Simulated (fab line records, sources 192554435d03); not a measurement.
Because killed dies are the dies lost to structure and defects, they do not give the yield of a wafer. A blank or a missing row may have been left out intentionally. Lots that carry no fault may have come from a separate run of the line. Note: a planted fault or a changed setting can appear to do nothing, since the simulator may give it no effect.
Split-lot study    flow n5-finfet    7 lots, 21 wafers read, on a route of 1938 steps

SPLIT DETAILS
At N5_BEOL_M2_DESCUM_16 (chemistry O2, time 7 s), the setting time-s was moved away from the recipe's 7 s on 9 of the 21 wafers read, by -14.5% to +17.9%. This setting was run at the recipe's value on the other wafers.

The reading comes from the split's own step.

THE READING
CAR-EUV_of_BEOL_M2_COAT_05.thk-nm (the simulator's own value, which no gauge read), in nm, at N5_BEOL_M2_DESCUM_16 (chemistry O2, time 7 s). There is no usual value for it anywhere in the file. Here, 12 wafers ran the recipe; their average is 26.1 nm with a standard deviation of 0.17 nm.

wafer   tool, chamber at the split  time-s as run, s  against the recipe  CAR-EUV_of_BEOL_M2_COAT_05.thk-nm, nm  against lot-mates on the recipe
L074.1  rie-diel-05, 1,3,0          7                 recipe              25.8                                   -
L074.3  rie-diel-05, 1,3,0          7                 recipe              25.8                                   -
L074.5  rie-diel-05, 1,3,0          7                 recipe              25.8                                   -
L079.1  rie-diel-01, 3,0            7                 recipe              26                                     -
L079.5  rie-diel-01, 3,0            7                 recipe              26                                     -
L079.4  rie-diel-01, 1              7                 recipe              26.2                                   -
L078.3  rie-diel-01, 1,2            7                 recipe              26.2                                   -
L078.4  rie-diel-01, 1,2            7                 recipe              26.2                                   -
L078.5  rie-diel-01, 0              6.426             -8.2%               26.4                                   +0.2
L086.3  rie-diel-01, 2              5.987             -14.5%              26.8                                   +0.6
L086.4  rie-diel-01, 0              5.987             -14.5%              26.6                                   +0.4
L086.6  rie-diel-01, 3              7                 recipe              26.2                                   -
L090.1  rie-diel-02, 2              7                 recipe              26.2                                   -
L090.5  rie-diel-02, 1,0            8.252             +17.9%              25.6                                   -0.6
L090.6  rie-diel-02, 1,0            8.252             +17.9%              25.6                                   -0.6
L091.1  rie-diel-05, 3              7                 recipe              26.2                                   -
L091.3  rie-diel-05, 0              6.521             -6.8%               26.2                                   +0.0
L091.5  rie-diel-05, 1              6.521             -6.8%               26.4                                   +0.2
L094.1  rie-diel-02, 2              8.179             +16.8%              25.6                                   -0.4
L094.3  rie-diel-02, 3              7                 recipe              26                                     -
L094.6  rie-diel-02, 0              8.179             +16.8%              25.4                                   -0.6
Where a row lists several chambers, the file gives one row for several wafers and doesn't say which wafer went through which chamber.

THE FIT
A straight line over all 21 wafers: CAR-EUV_of_BEOL_M2_COAT_05.thk-nm changes by -0.0338 nm for each +1% of time-s; r = -0.90; the points scatter about the line by 0.16 nm.
The same after taking each lot's own level away (the mean of its wafers on the recipe; 21 wafers): -0.0311 nm for each +1%; r = -0.97; scatter 0.08 nm.
Per that fit: largest time-s move, reading shift of 0.56 nm.
From 25.80 to 26.20 nm: that is the span of the lots' own levels, equal to 2.4 times the standard deviation above.
The two slopes are in agreement: the lot-to-lot level therefore moves the slope only a little.
Check: -0.558 nm against its lot-mates is what the line predicts for one of the wafers moved furthest among these (+17.9%) when that wafer is left out of the fit. Against them it came out at -0.6 nm.

THE OTHER SPLITS THESE WAFERS WENT THROUGH
Other splits were also applied to these wafers ahead of the reading. Each is held against what the fit with the lots' levels taken away leaves over:
other split on the same wafers           wafers away from the commonest value  r with CAR-EUV_of_BEOL_M2_COAT_05.thk-nm (lot level and that fit taken away)
N5_BEOL_M0_SAQP_SPACER1_ALD_98 temp-c    9                                     -0.22
N5_BEOL_M0_SAQP_ETCH_106 target-depth-a  6                                     -0.01
N5_BEOL_M1_ETCH_64 time-s                9                                     -0.03
N5_BEOL_M1_COAT_67 spin-rpm              7                                     -0.12

FILE'S OWN FIT
CAR-EUV_of_BEOL_M2_COAT_05.thk-nm changes by -0.031 nm for each +1% of time-s, r = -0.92.
